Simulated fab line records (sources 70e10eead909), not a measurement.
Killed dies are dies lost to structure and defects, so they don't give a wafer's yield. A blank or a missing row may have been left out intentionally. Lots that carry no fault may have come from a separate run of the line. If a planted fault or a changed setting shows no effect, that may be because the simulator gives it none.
fab line records	flow nandHarc
record lots=6	wafers=18	lastDay=23
route steps=1159 shown A_STAIRCASE@604 END@1159
lots that met no fault: taken from a fault-free run of the same line
startH: the number of hours between the record's first day and the start of the first shown wafer of the lot	waitH: hours since the lot's step before	" same as the row above	L1.1+2: a single row standing in for several wafers	- value missing, or start not given	* or withheld: withheld	< > ~ a bound
route shown NAME@n: names a module that has steps shown in the file, with the first one's number in the route	usual: average and standard deviation across the fault-free wafers	same: alike in all rows	chamber/n: place in a boat	sites: per-site readings	_std_site: their standard deviation	_edge_site: inner sites' mean taken away from outer sites' mean	radiusMm: for every site, how far away it sits from the centre of the wafer	mask NAME#n: copy n	behind: the tool/chamber that last shaped the wafer	hold: why the lot was held/for how many hours/how that ended	device: transistor that didn't switch, given as n, p or np	end of line: the route-end tests of the same wafers	a step with no rows: only its recipe	killed: the dies lost at the first sort to structure and to defects; this is not the yield of the wafer	map: shows each die of a wafer: x if killed, . if not, _ if none is there
set.NAME: the setting that was run; set.NAME@STEP: the one run at that earlier step	model.NAME: the simulator's own value behind a step, which no gauge read
lots at selected steps of the route; one table per step, one row per wafer
services: when a tool's chamber went out of use (startH, in hours from the record's first day, below 0 if earlier), for how many hours, and the reason
## steps
# step NHARC_A_STAIRCASE_HMDS_210
# recipe timeS=30
# step NHARC_A_STAIRCASE_COAT_211
# recipe spinRpm=1200
# step NHARC_A_STAIRCASE_SOFTBAKE_212
# recipe tempC=135	timeS=170
# step NHARC_A_STAIRCASE_EBR_213
# step NHARC_A_STAIRCASE_EXPOSE_214
# recipe na=0.5	doseMj=31.26	maskId=STAIR_3
# step NHARC_A_STAIRCASE_PEB_215
# recipe pebTempC=115	pebTimeS=130
# step NHARC_A_STAIRCASE_DEVELOP_216
# recipe timeS=140
# step NHARC_A_STAIRCASE_HARDBAKE_218
# recipe tempC=120	timeS=140
# step NHARC_A_STAIRCASE_DESCUM_219
# recipe timeS=3	o2FlowSccm=200	arFlowSccm=0	biasPowerW=0	chemistry=O2
# usual chamberPressureMTorr=60.00/0.051	drypumpMotorCurrentA=5.69/0.29	mfcArSccm=0.004/0.0077	oesProductAu=0.997/0.012	rfVppV=57.7/0.86	showerheadPlenumPTorr=1.90/0.091	throttleValvePct=11.312/0.01
lot.wafer	tool	chamber	startH	waitH	chamberPressureMTorr	drypumpMotorCurrentA	mfcArSccm	oesProductAu	rfHoursCounterH	rfVppV	showerheadPlenumPTorr	throttleValvePct
L589.3	rieDiel-04	3	251.86	-	60.03	5.22	0.001	0.983	48	58.3	1.84	11.314
L589.5	"	2	"	"	60.06	5.53	0	0.992	-	57.0	1.88	11.302
L589.6	"	3	"	"	60.00	5.21	0.001	0.999	-	58.6	1.84	11.294
L588.1	rieDiel-06	0	252.93	-	59.98	5.37	0	0.995	1	57.3	1.78	11.322
L588.5	"	1	"	"	60.08	6.08	0.004	0.986	-	58.1	1.92	11.311
L588.6	"	2	"	"	59.97	6.04	0	0.993	-	57.4	1.84	11.307
L595.2	rieDiel-04	0	278.54	-	59.99	6.01	0.013	0.991	55	56.7	1.86	11.300
L595.1	"	2	"	"	59.99	5.52	0	1.003	57	57.2	1.88	11.316
L595.5	"	0	"	"	59.98	6.01	0.013	0.992	-	56.4	1.86	11.299
L594.4	rieDiel-06	3	285.78	-	59.98	5.75	0	0.984	12	59.0	2.01	11.316
L594.1	"	0	"	"	59.95	5.42	0	0.999	13	57.1	1.78	11.303
L594.6	"	1	"	"	59.93	6.06	0.004	0.996	-	57.1	1.92	11.308
L597.3	rieDiel-04	3	298.06	-	60.05	5.25	0.001	0.992	0	58.1	1.83	11.304
L597.2	"	0	"	"	59.89	6.01	0.013	1.003	0	56.1	1.86	11.307
L597.6	"	2	"	"	59.94	5.51	0	0.982	-	58.0	1.88	11.296
L606.4	rieDiel-06	0	349.43	-	59.96	5.37	0	1.001	38	58.2	1.77	11.323
L606.2	"	2	"	"	59.93	6.05	0	0.978	36	56.8	1.83	11.312
L606.3	"	3	"	"	60.08	5.74	0	0.980	36	58.8	2.00	11.311
# step NHARC_A_STAIRCASE_TRIM_220
# recipe timeS=211.2	o2FlowSccm=500	arFlowSccm=0	biasW=0	chemistry=O2
# usual chamberPressureMTorr=60.00/0.053	drypumpMotorCurrentA=5.69/0.29	mfcArSccm=0.004/0.0077	oesProductAu=0.996/0.012	rfVppV=57.7/0.83	showerheadPlenumPTorr=3.51/0.16	throttleValvePct=17.036/0.0086
# same biasW=0
lot.wafer	tool	chamber	startH	waitH	chamberPressureMTorr	drypumpMotorCurrentA	mfcArSccm	oesProductAu	rfHoursCounterH	rfVppV	showerheadPlenumPTorr	throttleValvePct
L589.3	rieDiel-04	2	252.17	0.3	60.05	5.53	0	0.985	48	58.0	3.48	17.033
L589.5	"	2	"	"	59.94	5.55	0	0.991	-	58.9	3.48	17.034
L589.6	"	3	"	"	60.02	5.25	0.001	0.991	-	57.1	3.40	17.045
L588.1	rieDiel-06	1	253.01	0.1	60.06	6.09	0.004	0.988	1	58.1	3.54	17.036
L588.6	"	0	"	"	59.95	5.47	0	0.997	-	57.4	3.30	17.032
L588.5	"	1	"	"	59.93	6.07	0.004	0.992	-	58.9	3.54	17.051
L595.2	rieDiel-04	3	278.69	0.1	60.04	5.24	0.001	1.004	59	57.4	3.39	17.025
L595.1	"	0	"	"	60.08	6.01	0.013	0.988	55	57.2	3.43	17.036
L595.5	"	2	"	"	60.12	5.54	0	0.993	-	58.0	3.47	17.030
L594.4	rieDiel-06	3	285.85	0.1	59.99	5.76	0	0.995	12	58.2	3.69	17.039
L594.1	"	1	"	"	59.98	6.09	0.004	1.005	13	58.0	3.54	17.026
L594.6	"	0	"	"	59.94	5.36	0	1.011	-	56.3	3.30	17.032
L597.2	rieDiel-04	2	299.52	1.4	60.04	5.54	0	0.994	2	57.9	3.47	17.026
L597.3	"	0	"	"	60.04	6.03	0.013	1.007	1	56.9	3.43	17.035
L597.6	"	2	"	"	60.04	5.54	0	0.998	-	57.9	3.47	17.040
L606.3	rieDiel-06	1	349.52	0.1	59.98	6.10	0.004	0.981	38	57.5	3.52	17.048
L606.2	"	2	"	"	59.94	6.07	0	0.980	36	56.6	3.38	17.028
L606.4	"	3	"	"	60.09	5.75	0	0.984	36	58.7	3.68	17.039
# step NHARC_A_STAIRCASE_ETCH_221
# recipe targetDepthA=1000	timeS=40.5	ionEnergyEv=400	c4f8FlowSccm=20	o2FlowSccm=10	arFlowSccm=withheld	rfW=600	biasW=1000	chemistry=C4F8/O2
# usual chamberPressureMTorr=25.000/0.023	oesProductAu=0.934/0.015	rfVppV=895/5.7
lot.wafer	tool	chamber	startH	waitH	chamberPressureMTorr	oesProductAu	rfHoursCounterH	rfVppV
L589.3	rieDiel-04	2	-	-	24.982	0.924	48	895
L589.5	"	3	"	"	24.980	0.933	-	892
L589.6	"	0	"	"	24.989	0.935	-	893
L588.1	rieDiel-06	2	-	-	25.001	0.949	1	892
L588.6	"	1	"	"	25.004	0.931	-	896
L588.5	"	2	"	"	25.026	0.943	-	891
L595.2	rieDiel-04	1	-	-	24.997	0.921	57	905
L595.1	"	0	"	"	24.980	0.911	55	893
L595.5	"	2	"	"	24.995	0.923	-	895
L594.4	rieDiel-06	2	-	-	24.916	0.940	12	893
L594.1	"	3	"	"	24.974	0.926	12	902
L594.6	"	2	"	"	24.981	0.932	-	891
L597.3	rieDiel-04	3	-	-	25.029	0.932	2	890
L597.2	"	0	"	"	24.996	0.957	1	893
L597.6	"	3	"	"	25.005	0.929	-	891
L606.2	rieDiel-06	2	-	-	24.987	0.907	36	891
L606.4	"	3	"	"	25.036	0.917	36	902
L606.3	"	0	"	"	25.005	0.936	38	888
# step NHARC_A_STAIRCASE_TRIM_222
# recipe timeS=211.2	o2FlowSccm=500	arFlowSccm=0	biasW=0	chemistry=O2
# usual biasW=0/0	chamberPressureMTorr=60.00/0.066	drypumpMotorCurrentA=5.69/0.28	mfcArSccm=0.004/0.0076	oesProductAu=0.996/0.011	rfVppV=57.8/0.95	showerheadPlenumPTorr=3.52/0.16	throttleValvePct=17.036/0.0092
lot.wafer	tool	chamber	startH	waitH	biasW	chamberPressureMTorr	drypumpMotorCurrentA	mfcArSccm	oesProductAu	rfHoursCounterH	rfVppV	showerheadPlenumPTorr	throttleValvePct
L589.3	rieDiel-04	2	252.57	-	0	60.09	5.54	0	0.993	48	57.0	3.48	17.029
L589.5	"	1	"	"	0	60.04	5.80	0	0.996	-	58.9	3.78	17.034
L589.6	"	2	"	"	0	60.09	5.53	0	0.999	-	57.9	3.48	17.047
L588.1	rieDiel-06	2	253.27	-	0	60.08	6.08	0	0.997	1	58.5	3.40	17.028
L588.5	"	1	"	"	0	60.06	6.08	0.004	1.003	-	58.0	3.54	17.037
L588.6	"	2	"	"	0	59.97	6.07	0	0.993	-	57.5	3.40	17.042
L595.1	rieDiel-04	0	279.08	-	-	-	-	-	-	-	-	-	-
L595.2	"	2	"	"	-	-	-	-	-	-	-	-	-
L595.5	"	0	"	"	-	-	-	-	-	-	-	-	-
L594.1	rieDiel-06	1	286.10	-	-	-	-	-	-	-	-	-	-
L594.4	"	2	"	"	-	-	-	-	-	-	-	-	-
L594.6	"	0	"	"	-	-	-	-	-	-	-	-	-
L597.3	rieDiel-04	3	299.75	-	0	60.07	5.22	0.001	1.002	2	58.1	3.39	17.035
L597.2	"	2	"	"	0	60.00	5.52	0	0.989	2	57.8	3.47	17.047
L597.6	"	0	"	"	0	60.05	6.02	0.013	1.002	-	57.8	3.43	17.028
L606.4	rieDiel-06	3	349.78	-	0	60.01	5.75	0	0.977	36	58.2	3.68	17.008
L606.2	"	0	"	"	0	60.00	5.39	0	1.001	38	57.1	3.28	17.045
L606.3	"	1	"	"	0	59.97	6.12	0.004	0.984	38	57.3	3.52	17.033
# step NHARC_A_STAIRCASE_ETCH_223
# recipe targetDepthA=1000	timeS=40.5	ionEnergyEv=400	c4f8FlowSccm=20	o2FlowSccm=10	arFlowSccm=withheld	rfW=600	biasW=1000	chemistry=C4F8/O2
# usual chamberPressureMTorr=25.002/0.022	oesProductAu=0.937/0.013	rfVppV=895/5.8
lot.wafer	tool	chamber	startH	waitH	chamberPressureMTorr	oesProductAu	rfHoursCounterH	rfVppV
L589.3	rieDiel-04	3	-	-	25.007	0.950	48	891
L589.6	"	0	"	"	24.974	0.959	-	893
L589.5	"	1	"	"	25.006	0.945	-	905
L588.1	rieDiel-06	1	-	-	25.035	0.936	1	897
L588.5	"	0	"	"	25.021	0.937	-	888
L588.6	"	1	"	"	24.988	0.932	-	897
L595.2	rieDiel-04	3	-	-	25.002	0.921	59	890
L595.1	"	1	"	"	24.995	0.924	57	905
L595.5	"	0	"	"	24.994	0.918	-	893
L594.4	rieDiel-06	2	-	-	25.015	0.936	12	891
L594.1	"	1	"	"	24.982	0.943	13	897
L594.6	"	3	"	"	24.964	0.926	-	902
L597.2	rieDiel-04	1	-	-	24.970	0.962	1	904
L597.3	"	2	"	"	25.011	0.932	2	893
L597.6	"	1	"	"	24.974	0.962	-	904
L606.3	rieDiel-06	3	-	-	24.985	0.922	36	902
L606.4	"	0	"	"	24.984	0.935	38	887
L606.2	"	1	"	"	25.047	0.915	38	896
# step NHARC_END_SORT_01
# recipe tempC=25
# usual killedAtArray=24/8.4	killedAtOther=0.7/1.1	killedAtPeriphery=2.9/1.7	killedDies=27/8.6	killedOpen=3.3/1.8	killedShort=1.8/1.4
# same grossDies=677
lot.wafer	tool	chamber	startH	waitH	killedAtArray	killedAtOther	killedAtPeriphery	killedDies	killedOpen	killedShort
L589.3	prober-01	0	464.76	3.1	16	2	1	19	3	3
L589.5	prober-01	0	466.37	3.7	14	1	4	19	5	2
L589.6	prober-01	0	467.18	4.0	14	2	1	17	3	1
L595.1	prober-01	0	478.75	2.5	675	1	1	677	3	4
L595.2	prober-01	0	479.55	2.8	675	1	1	677	2	1
L595.5	prober-01	0	481.92	3.7	672	1	4	677	7	0
L594.1	prober-02	0	481.78	2.5	674	0	3	677	6	5
L594.4	prober-02	0	484.19	3.4	676	0	1	677	1	2
L594.6	prober-02	0	485.80	4.0	673	1	3	677	4	1
L597.2	prober-02	0	490.42	2.8	19	0	5	24	3	1
L597.3	prober-02	0	491.23	3.1	37	0	1	38	2	3
L597.6	prober-02	0	493.64	4.0	19	3	1	23	1	2
L606.2	prober-01	0	550.21	2.8	29	0	3	32	3	0
L606.3	prober-01	0	551.01	3.1	18	0	1	19	4	0
L606.4	prober-01	0	551.81	3.4	28	1	4	33	4	2
# killed by level:class
L589.3 A_CHANNEL_HOLE_D1:chamberFilmFlake=3 A_STAIRCASE:chamberFilmFlake=2 A_SGD_CUT:chamberFilmFlake=2 A_CONTACT:chamberFilmFlake=2 A_M0:chamberFilmFlake=2 P_M2:geometricParticle:open=1 A_ONON_D1:geometricParticle:open=1 A_CHANNEL_FILL_D1:geometricParticle:short=1
L589.5 A_SGD_CUT:chamberFilmFlake=4 P_M1:geometricParticle:open=2 A_STAIRCASE:chamberFilmFlake=2 A_WL_FILL:chamberFilmFlake=2 A_CONTACT:chamberFilmFlake=2 P_CONTACT:geometricParticle:open=1 P_M1:geometricParticle:short=1 A_CONTACT:geometricParticle:open=1
L589.6 A_CONTACT:chamberFilmFlake=4 A_CHANNEL_HOLE_D1:chamberFilmFlake=2 A_STAIRCASE:chamberFilmFlake=2 A_SGD_CUT:chamberFilmFlake=2 THIN_TSV:chamberFilmFlake=2 P_CONTACT:geometricParticle:open=1 A_ONON_D1:geometricParticle:short=1 A_STAIRCASE:geometricParticle:open=1
L595.1 A_STAIRCASE:areaTrim=647 A_SLIT:chamberFilmFlake=13 A_STAIRCASE:chamberFilmFlake=5 A_WL_FILL:geometricParticle:short=2 A_CHANNEL_HOLE_D1:chamberFilmFlake=2 A_CONTACT:chamberFilmFlake=2 P_M0:geometricParticle:open=1 A_SGD_CUT:geometricParticle:short=1
L595.2 A_STAIRCASE:areaTrim=660 A_SLIT:chamberFilmFlake=8 A_CHANNEL_HOLE_D1:chamberFilmFlake=4 P_GATE:geometricParticle:short=1 A_WL_FILL:geometricParticle:open=1 A_CONTACT:geometricParticle:open=1 A_CONTACT:chamberFilmFlake=1 THIN_TSV:chamberFilmFlake=1
L594.1 A_STAIRCASE:areaTrim=624 A_CHANNEL_HOLE_D1:chamberFilmFlake=22 A_CONTACT:chamberFilmFlake=8 A_CONTACT:geometricParticle:open=4 A_SLIT:chamberFilmFlake=4 P_M1:chamberFilmFlake=3 A_STAIRCASE:chamberFilmFlake=3 A_CONTACT:geometricParticle:short=2
L595.5 A_STAIRCASE:areaTrim=662 A_SLIT:chamberFilmFlake=5 P_M0:geometricParticle:open=3 P_CONTACT:geometricParticle:open=1 A_CHANNEL_FILL_D1:geometricParticle:open=1 A_CONTACT:geometricParticle:open=1 A_M0:geometricParticle:open=1 A_STAIRCASE:chamberFilmFlake=1
L594.4 A_STAIRCASE:areaTrim=645 A_CHANNEL_HOLE_D1:chamberFilmFlake=15 A_CONTACT:chamberFilmFlake=6 A_SLIT:chamberFilmFlake=4 A_STAIRCASE:chamberFilmFlake=2 A_ONON_D1:geometricParticle:short=1 A_WL_FILL:geometricParticle:short=1 A_M0:geometricParticle:open=1
L594.6 A_STAIRCASE:areaTrim=636 A_CHANNEL_HOLE_D1:chamberFilmFlake=19 A_SLIT:chamberFilmFlake=9 A_CONTACT:chamberFilmFlake=3 A_STAIRCASE:chamberFilmFlake=2 P_CONTACT:geometricParticle:short=1 P_M0:geometricParticle:open=1 A_CHANNEL_HOLE_D1:geometricParticle:open=1
L597.2 A_STAIRCASE:chamberFilmFlake=8 A_CHANNEL_HOLE_D1:chamberFilmFlake=4 A_SLIT:chamberFilmFlake=4 P_ZERO_WELL:chamberFilmFlake=3 P_CONTACT:geometricParticle:open=1 A_CONTACT:geometricParticle:open=1 A_CONTACT:geometricParticle:short=1 P_M2:chamberFilmFlake=1
L597.3 A_SLIT:chamberFilmFlake=14 A_STAIRCASE:chamberFilmFlake=9 A_CHANNEL_HOLE_D1:chamberFilmFlake=5 A_CHANNEL_FILL_D1:chamberFilmFlake=2 A_CHANNEL_FILL_D1:geometricParticle:short=1 A_WL_FILL:geometricParticle:short=1 A_CONTACT:geometricParticle:open=1 A_M0:geometricParticle:open=1
L597.6 A_SLIT:chamberFilmFlake=6 A_STAIRCASE:chamberFilmFlake=5 A_CHANNEL_HOLE_D1:chamberFilmFlake=4 HYBRID_BOND:chamberFilmFlake=2 A_CHANNEL_FILL_D1:geometricParticle:short=1 A_CONTACT:geometricParticle:open=1 A_M0:geometricParticle:short=1 P_ZERO_WELL:chamberFilmFlake=1
L606.2 A_SLIT:chamberFilmFlake=9 A_CHANNEL_HOLE_D1:chamberFilmFlake=6 A_M0:chamberFilmFlake=5 A_CONTACT:chamberFilmFlake=4 A_STAIRCASE:chamberFilmFlake=3 P_M0:geometricParticle:open=1 A_CHANNEL_FILL_D1:geometricParticle:open=1 A_M0:geometricParticle:open=1
L606.3 A_SLIT:chamberFilmFlake=8 A_CONTACT:chamberFilmFlake=3 A_M0:chamberFilmFlake=2 P_GATE:geometricParticle:open=1 A_ONON_D1:geometricParticle:open=1 A_CHANNEL_FILL_D1:geometricParticle:open=1 A_CONTACT:geometricParticle:open=1 A_CHANNEL_HOLE_D1:chamberFilmFlake=1
L606.4 A_SLIT:chamberFilmFlake=14 A_CONTACT:chamberFilmFlake=5 P_GATE:chamberFilmFlake=2 A_CHANNEL_HOLE_D1:chamberFilmFlake=2 A_STAIRCASE:chamberFilmFlake=2 P_GATE:geometricParticle:open=1 P_M0:geometricParticle:open=1 A_SGD_CUT:geometricParticle:short=1
# map L594.1 (x killed, . not)
____________x____________
_________xxxxxxx_________
_______xxxxxxxxxxx_______
______xxxxxxxxxxxxx______
_____xxxxxxxxxxxxxxx_____
____xxxxxxxxxxxxxxxxx____
____xxxxxxxxxxxxxxxxx____
___xxxxxxxxxxxxxxxxxxx___
___xxxxxxxxxxxxxxxxxxx___
__xxxxxxxxxxxxxxxxxxxxx__
__xxxxxxxxxxxxxxxxxxxxx__
_xxxxxxxxxxxxxxxxxxxxxxx_
_xxxxxxxxxxxxxxxxxxxxxxx_
_xxxxxxxxxxxxxxxxxxxxxxx_
_xxxxxxxxxxxxxxxxxxxxxxx_
_xxxxxxxxxxxxxxxxxxxxxxx_
xxxxxxxxxxxxxxxxxxxxxxxxx
xxxxxxxxxxxxxxxxxxxxxxxxx
xxxxxxxxxxxxxxxxxxxxxxxxx
xxxxxxxxxxxxxxxxxxxxxxxxx
xxxxxxxxxxxxxxxxxxxxxxxxx
_xxxxxxxxxxxxxxxxxxxxxxx_
_xxxxxxxxxxxxxxxxxxxxxxx_
_xxxxxxxxxxxxxxxxxxxxxxx_
_xxxxxxxxxxxxxxxxxxxxxxx_
_xxxxxxxxxxxxxxxxxxxxxxx_
__xxxxxxxxxxxxxxxxxxxxx__
__xxxxxxxxxxxxxxxxxxxxx__
___xxxxxxxxxxxxxxxxxxx___
___xxxxxxxxxxxxxxxxxxx___
____xxxxxxxxxxxxxxxxx____
____xxxxxxxxxxxxxxxxx____
_____xxxxxxxxxxxxxxx_____
______xxxxxxxxxxxxx______
_______xxxxxxxxxxx_______
_________xxxxxxx_________
____________x____________
# map L595.1 (x killed, . not)
____________x____________
_________xxxxxxx_________
_______xxxxxxxxxxx_______
______xxxxxxxxxxxxx______
_____xxxxxxxxxxxxxxx_____
____xxxxxxxxxxxxxxxxx____
____xxxxxxxxxxxxxxxxx____
___xxxxxxxxxxxxxxxxxxx___
___xxxxxxxxxxxxxxxxxxx___
__xxxxxxxxxxxxxxxxxxxxx__
__xxxxxxxxxxxxxxxxxxxxx__
_xxxxxxxxxxxxxxxxxxxxxxx_
_xxxxxxxxxxxxxxxxxxxxxxx_
_xxxxxxxxxxxxxxxxxxxxxxx_
_xxxxxxxxxxxxxxxxxxxxxxx_
_xxxxxxxxxxxxxxxxxxxxxxx_
xxxxxxxxxxxxxxxxxxxxxxxxx
xxxxxxxxxxxxxxxxxxxxxxxxx
xxxxxxxxxxxxxxxxxxxxxxxxx
xxxxxxxxxxxxxxxxxxxxxxxxx
xxxxxxxxxxxxxxxxxxxxxxxxx
_xxxxxxxxxxxxxxxxxxxxxxx_
_xxxxxxxxxxxxxxxxxxxxxxx_
_xxxxxxxxxxxxxxxxxxxxxxx_
_xxxxxxxxxxxxxxxxxxxxxxx_
_xxxxxxxxxxxxxxxxxxxxxxx_
__xxxxxxxxxxxxxxxxxxxxx__
__xxxxxxxxxxxxxxxxxxxxx__
___xxxxxxxxxxxxxxxxxxx___
___xxxxxxxxxxxxxxxxxxx___
____xxxxxxxxxxxxxxxxx____
____xxxxxxxxxxxxxxxxx____
_____xxxxxxxxxxxxxxx_____
______xxxxxxxxxxxxx______
_______xxxxxxxxxxx_______
_________xxxxxxx_________
____________x____________
## services
tool	chamber	startH	hours	kind
rieDiel-06	2	232.62	2.7	repair
rieDiel-06	-	241.21	9.0	pm
rieDiel-06	0	241.21	9.0	ventCycle
rieDiel-06	1	241.21	9.0	ventCycle
rieDiel-06	2	241.21	9.0	ventCycle
rieDiel-06	3	241.21	9.0	ventCycle
rieDiel-04	0	243.70	-	clean
rieDiel-04	1	243.70	-	clean
rieDiel-04	2	243.70	-	clean
rieDiel-04	3	243.70	-	clean
rieDiel-06	0	250.21	-	clean
rieDiel-06	1	250.21	-	clean
rieDiel-06	2	250.21	-	clean
rieDiel-06	2	250.21	-	consumableReplace:focusRing
rieDiel-06	3	250.21	-	clean
rieDiel-04	0	268.20	-	clean
rieDiel-04	1	268.20	-	clean
rieDiel-04	2	268.20	-	clean
rieDiel-04	3	268.20	-	clean
rieDiel-06	0	274.71	-	clean
rieDiel-06	1	274.71	-	clean
rieDiel-06	2	274.71	-	clean
rieDiel-06	3	274.71	-	clean
rieDiel-04	-	288.99	9.0	pm
## key
firstSign step=NHARC_A_STAIRCASE_TRIM_222	reading=toolRecord	direction=missing
effect step=NHARC_END_SORT_01	reading=killedAtArray	direction=up	sigmas=77	usual=24	struck=674
moreKillsBornAt NHARC_A_STAIRCASE_TRIM_222@rieDiel-04=1968	NHARC_A_STAIRCASE_TRIM_222@rieDiel-06=1905
metAt NHARC_A_STAIRCASE_TRIM_222
struckWafers L594.1,L594.4,L594.6,L595.1,L595.2,L595.5
laterRowsLeftOut L594.1,L594.4,L594.6,L595.1,L595.2,L595.5
testerLeftOut L594,L595
onsetBetween 253.27 279.08
fault kind=skippedStepWhole	tool=rieDiel-04,rieDiel-06	chamber=-	onsetH=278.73	steps=NHARC_A_STAIRCASE_TRIM_222	scope=struckLotsOnly
# testerLeftOut: of these lots the tester's yield and bins aren't shown, on N5 and GAA mostly nor the transistor test; their killed dies are dies lost to structure and defects alone, not to doping, threshold or leakage, so they don't give the yield
# laterRowsLeftOut: the simulator's readings of these wafers behind a module that went badly wrong aren't trusted and aren't shown, but for the sort
